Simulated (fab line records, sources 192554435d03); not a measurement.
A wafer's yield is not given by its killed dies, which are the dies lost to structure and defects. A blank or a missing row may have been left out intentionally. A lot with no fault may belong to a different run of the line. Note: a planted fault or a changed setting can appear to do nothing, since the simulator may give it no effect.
Comparing a struck lot with a sound one | flow n5_finfet | 14 out of 1938 route steps
Sound: wafers L542.1, L542.3, L542.4. Struck: wafer L546.6 (left out: L546.1, a lot-mate that was not struck); the cause follows at the end.
Order at every step that has rows: each side's tool, ch and its chambers, its first start. Under that, the readings that differ: sound wafers | struck wafers | difference of the means | sigmas: that difference in standard deviations of wafers without a fault.
alike: words and numbers the same on both sides, and readings whose means are apart by under 2 such deviations; not compared: readings that were withheld, readings missing a value for some wafer, numbers with overlapping values and no deviation given by the record, and bounds like >300 which may hide the same value.
The two part at a step that has a row with sigmas, a row that says differs or no value, or rows on one side only. When numbers do not overlap yet have no deviation, they are printed without sigmas and do not part them. A reading missing from all wafers of one side parts the sides only when that side holds two or more wafers.

first, 2 steps without rows for these wafers: N5_BEOL_M15_PRECLEAN_39 (cleans in residue remover, time 60 s); N5_BEOL_M15_SRD_40 (time 30 s, dry time 30 s).
N5_BEOL_M15_DEGAS_41: time 60 s.
  sound on pvd_sputter-02, day 13 23:55; struck on pvd_sputter-03, day 15 04:51
  alike: heater_power_w
N5_BEOL_M15_PRE_CLEAN_42: time 30 s.
  sound on pvd_sputter-02, day 13 23:58; struck on pvd_sputter-03, day 15 04:53
  alike: heater_power_w
N5_BEOL_M15_SPUTTER_43: material TaN, target thk 15 nm, time 24.19 s.
  sound on pvd_sputter-02, day 14 00:00; struck on pvd_sputter-03, day 15 04:56
  alike: throttle_valve_pct
N5_BEOL_M15_SPUTTER_44: material Ta, target thk 15 nm, time 24.19 s.
  sound on pvd_sputter-02, day 14 00:05; struck on pvd_sputter-03, day 15 05:01
  alike: throttle_valve_pct
then, 3 steps without rows for these wafers: N5_BEOL_M15_SPUTTER_45 (material Cu, target thk 100 nm, time 16.67 s); N5_BEOL_M15_ECD_47 (material Cu, target thk 1860 nm); N5_BEOL_M15_ANNEAL_48 (time 90 s).
N5_BEOL_M15_CMP_49: polishes, stops on SiO2, t overpolish 4.9 s, target thk 850 nm.
  sound on cmp-01 ch 0,1,3, day 14 01:08; struck on cmp-01 ch 2, day 15 05:44
  alike: barrier_field_endpoint_s, motor_current_A, overpolish_run_s
N5_BEOL_M15_THK_MEAS_50: measures by xrf.
  sound on film_metro-02, day 14 01:23; struck on film_metro-01, day 15 06:02
  alike: M15_THK
then, 1 step without rows for these wafers: N5_BEOL_M15_PRE_CLEAN_52 (time 15 s).
N5_BEOL_M15_DEP_53: deposits SiCN from 3MS/NH3, target thk 50 nm, time 17.8 s.
  sound on pecvd-04 ch 0,1,2, day 14 01:27; struck on pecvd-04 ch 0, day 15 06:06
  reading                                   | sound        | struck | difference | sigmas
  model.SiCN_of_BEOL_M15_DEP_53.thk_nm (nm) | 49 48.6 50.4 | 64.4   | +15.1      |
  alike: showerhead_plenum_p_Torr, throttle_valve_pct
N5_BEOL_M15_RS_MEAS_54: the measuring method here is four-point-probe.
  sound on film_metro-01, day 14 01:31; struck on film_metro-02, day 15 06:10
  alike: M15_RS

## WHERE THEY PART
Nowhere in this record.

WHY: what the simulator had put in
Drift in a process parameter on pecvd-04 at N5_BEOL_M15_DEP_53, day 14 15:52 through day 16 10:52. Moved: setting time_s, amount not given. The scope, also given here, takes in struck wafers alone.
